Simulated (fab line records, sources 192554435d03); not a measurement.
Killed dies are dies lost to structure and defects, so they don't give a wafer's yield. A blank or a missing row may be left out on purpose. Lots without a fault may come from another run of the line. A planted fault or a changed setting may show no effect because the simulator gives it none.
Split-lot experiment | flow n5_finfet | 7 lots, 39 wafers read, on a route of 1938 steps

THE SPLIT
At N5_MOL_CONTACT_COAG_ETCH_124 (etches SiNx in CH3F/O2, stops on SiOC, target depth 6.5 nm), the setting bias_w was moved away from the recipe's 73 W on 12 of the 39 wafers read, by -11.8% to +17.6%. The other wafers ran this setting at the recipe's value.

The reading is taken at the split's own step.

THE READING
rf_vpp_V, in V, at N5_MOL_CONTACT_COAG_ETCH_124 (etches SiNx in CH3F/O2, stops on SiOC, target depth 6.5 nm). Fault-free wafers of this fab line usually give 297.8 V, standard deviation 2.9 V.

wafer  | tool, chamber at the split | bias_w as run, W | against the recipe | rf_vpp_V, V | against lot-mates on the recipe
L076.1 | rie_diel-04, 0             | 73               | recipe             | 293.6       | -
L076.2 | rie_diel-04, 2             | 73               | recipe             | 298.8       | -
L076.3 | rie_diel-04, 1             | 73               | recipe             | 302.7       | -
L076.4 | rie_diel-04, 3             | 73               | recipe             | 304.1       | -
L076.5 | rie_diel-04, 1             | 73               | recipe             | 302.0       | -
L076.6 | rie_diel-04, 0             | 73               | recipe             | 294.6       | -
L081.1 | rie_diel-01, 1             | 73               | recipe             | 298.0       | -
L081.2 | rie_diel-01, 3             | 73               | recipe             | 294.6       | -
L081.3 | rie_diel-01, 2             | 73               | recipe             | 296.1       | -
L081.4 | rie_diel-01, 0             | 85.87            | +17.6%             | 339.0       | +42.8
L081.5 | rie_diel-01, 3             | 85.87            | +17.6%             | 336.1       | +39.9
L081.6 | rie_diel-01, 0             | 85.87            | +17.6%             | 339.5       | +43.3
L085.1 | rie_diel-03, 3             | 79.96            | +9.5%              | 315.8       | +19.7
L085.2 | rie_diel-03, 1             | 73               | recipe             | 294.0       | -
L085.3 | rie_diel-03, 2             | 73               | recipe             | 297.9       | -
L085.4 | rie_diel-03, 2             | 79.96            | +9.5%              | 320.8       | +24.7
L085.5 | rie_diel-03, 1             | 73               | recipe             | 296.4       | -
L085.6 | rie_diel-03, 3             | 79.96            | +9.5%              | 314.6       | +18.5
L086.1 | rie_diel-01, 3             | 73               | recipe             | 294.6       | -
L086.2 | rie_diel-01, 1             | 82.8             | +13.4%             | 329.1       | +32.0
L086.3 | rie_diel-01, 2             | 82.8             | +13.4%             | 330.0       | +32.9
L086.4 | rie_diel-01, 0             | 73               | recipe             | 299.5       | -
L086.5 | rie_diel-01, 1             | 73               | recipe             | 297.2       | -
L086.6 | rie_diel-01, 0             | 82.8             | +13.4%             | 329.6       | +32.5
L088.1 | rie_diel-01, 2             | 73               | recipe             | 299.2       | -
L088.5 | rie_diel-01, 1             | 73               | recipe             | 296.6       | -
L088.6 | rie_diel-01, 0             | 73               | recipe             | 298.8       | -
L089.1 | rie_diel-04, 1             | 73               | recipe             | 302.6       | -
L089.2 | rie_diel-04, 0             | 64.36            | -11.8%             | 265.7       | -35.0
L089.3 | rie_diel-04, 2             | 73               | recipe             | 297.7       | -
L089.4 | rie_diel-04, 3             | 73               | recipe             | 301.9       | -
L089.5 | rie_diel-04, 3             | 64.36            | -11.8%             | 272.7       | -28.0
L089.6 | rie_diel-04, 0             | 64.36            | -11.8%             | 265.3       | -35.4
L096.1 | rie_diel-01, 3             | 73               | recipe             | 295.0       | -
L096.2 | rie_diel-01, 1             | 73               | recipe             | 297.0       | -
L096.3 | rie_diel-01, 0             | 73               | recipe             | 300.1       | -
L096.4 | rie_diel-01, 2             | 73               | recipe             | 297.0       | -
L096.5 | rie_diel-01, 3             | 73               | recipe             | 295.4       | -
L096.6 | rie_diel-01, 2             | 73               | recipe             | 298.8       | -

THE FIT
A straight line over all 39 wafers: rf_vpp_V changes by +2.34 V for each +1% of bias_w; r = +0.99; the points scatter about the line by 3 V.
The same after taking each lot's own level away (the mean of its wafers on the recipe; 39 wafers): +2.47 V for each +1%; r = +0.99; scatter 2.7 V.
On that fit, the largest move of bias_w shifts the reading by 44 V.
The lots' own levels span 296.10 to 300.73 V, that is 1.6 times the standard deviation above.
So the lot-to-lot level changes the slope little: the two slopes agree.
Check: with one of the wafers moved furthest among these (+17.6%) left out of the fit, the line predicts +42.9 V for it against its lot-mates. It came out at +42.8 V against them.
Tool readings at the split's step, against how far the setting was moved: rf_vpp_V r = +0.99.

OTHER SPLITS ON THESE WAFERS
These wafers also went through other splits before the reading. Each is held against what the fit with the lots' levels taken away leaves over:
other split on the same wafers       | wafers away from the commonest value | r with rf_vpp_V (lot level and that fit taken away)
N5_DUMMY_GATE_ETCH_37 source_w       | 12                                   | -0.16
N5_DUMMY_GATE_ETCH_42 bias_w         | 12                                   | -0.09
N5_SD_EPI_N_EPI_21 epi_growth_time_s | 12                                   | +0.24
N5_SD_EPI_N_LINER_46 target_thk_a    | 9                                    | +0.50

THE FILE'S OWN FIT
rf_vpp_V changes by +2.44 V for each +1% of bias_w, r = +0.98.
